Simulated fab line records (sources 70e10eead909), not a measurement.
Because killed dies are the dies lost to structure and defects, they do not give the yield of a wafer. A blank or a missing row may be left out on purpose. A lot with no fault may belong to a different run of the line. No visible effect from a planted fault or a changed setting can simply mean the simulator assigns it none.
Chamber matching + flow nandHarc + 4 sister chambers for NHARC_A_STAIRCASE_DESCUM_219 on rieDiel-09
The step chemistry O2, time 3 s. 4 wafers are shown with their chamber, then 8 later ones without.

WAFERS PAIRED WITH THEIR CHAMBERS
| wafer  | chamber | drypumpMotorCurrentA (A) |
|--------|---------|--------------------------|
| L094.2 | 0       | 5.5                      |
| L094.4 | 1       | 6.7                      |
| L093.6 | 3       | 5.8                      |
| L096.2 | 2       | 5.4                      |

WAFERS WHOSE CHAMBER IS MISSING
| wafer  | drypumpMotorCurrentA (A) |
|--------|--------------------------|
| L096.4 | 6.8                      |
| L096.5 | 5.5                      |
| L095.1 | 5.7                      |
| L095.2 | 5.5                      |
| L095.3 | 5.4                      |
| L095.4 | 6.7                      |
| L095.5 | 5.4                      |
| L095.6 | 5.7                      |

THE CHAMBER EACH PASSED THROUGH
| wafer  | from the rows above     | in truth |
|--------|-------------------------|----------|
| L096.4 | 1                       | 1        |
| L096.5 | can't be placed: 0 or 2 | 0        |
| L095.1 | can't be placed: 3 or 0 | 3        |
| L095.2 | can't be placed: 0 or 2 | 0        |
| L095.3 | can't be placed: 2 or 0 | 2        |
| L095.4 | 1                       | 1        |
| L095.5 | can't be placed: 2 or 0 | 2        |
| L095.6 | can't be placed: 3 or 0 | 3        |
Placed correctly: 2 of 8. Unplaceable from these rows: 6, with the true chamber sitting among the candidates in 6. Wrongly placed: 0.
How it was worked out, from the rows above alone: a wafer's distance from a chamber is the root of the sum, over the readings, of the square of ((its reading less the chamber's mean) divided by the reading's scatter). The wafer belongs to the nearest chamber; if the next one is less than 2 further off, it can't be placed. A chamber's mean is the mean of its shown wafers. The scatter: root of mean squared gap, hidden wafer to nearest shown wafer, with one shown wafer a chamber.
